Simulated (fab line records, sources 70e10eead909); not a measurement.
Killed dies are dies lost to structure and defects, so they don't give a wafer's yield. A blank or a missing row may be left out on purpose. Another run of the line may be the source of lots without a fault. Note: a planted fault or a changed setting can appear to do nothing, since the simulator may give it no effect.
Chamber matching -- flow nand_harc -- cmp-04 running NHARC_A_CHANNEL_FILL_D2_CMP_10: 4 sister chambers
The step polishes, target thk 150 nm. 4 wafers are shown with their chamber, then 8 later ones without.

## EACH WAFER AND ITS CHAMBER
wafer,chamber,motor_current_A (A)
L087.1,3,11.9
L087.2,0,13.6
L087.4,1,12.8
L089.1,2,12.4

## WAFERS WHOSE CHAMBER IS MISSING
wafer,motor_current_A (A)
L089.2,11.6
L089.6,12.7
L093.1,13.2
L093.3,11.8
L093.4,13.5
L096.1,11.6
L096.2,13.0
L096.5,14.1

## WHICH CHAMBER EACH WENT THROUGH
wafer,from the rows above,in truth
L089.2,can't be placed: 3 or 2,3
L089.6,can't be placed: 1 or 2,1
L093.1,can't be placed: 1 or 0 or 2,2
L093.3,can't be placed: 3 or 2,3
L093.4,0,0
L096.1,can't be placed: 3 or 2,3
L096.2,can't be placed: 1 or 0 or 2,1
L096.5,0,0
Placed correctly: 2 of 8. From these rows, 6 cannot be placed; in 6 the true chamber is one of the candidates. Placed wrongly: 0.
How it was worked out, from the rows above alone: a wafer's distance from a chamber is the root of the sum, over the readings, of the square of ((its reading less the chamber's mean) divided by the reading's scatter). If the next closest chamber is less than 2 further off than the closest, the wafer can't be placed; otherwise it belongs to the closest. Each chamber's mean is taken over the wafers shown for it. The scatter (one wafer shown for each chamber): square how far every hidden wafer sits from the nearest shown wafer, average those squares and take the square root.
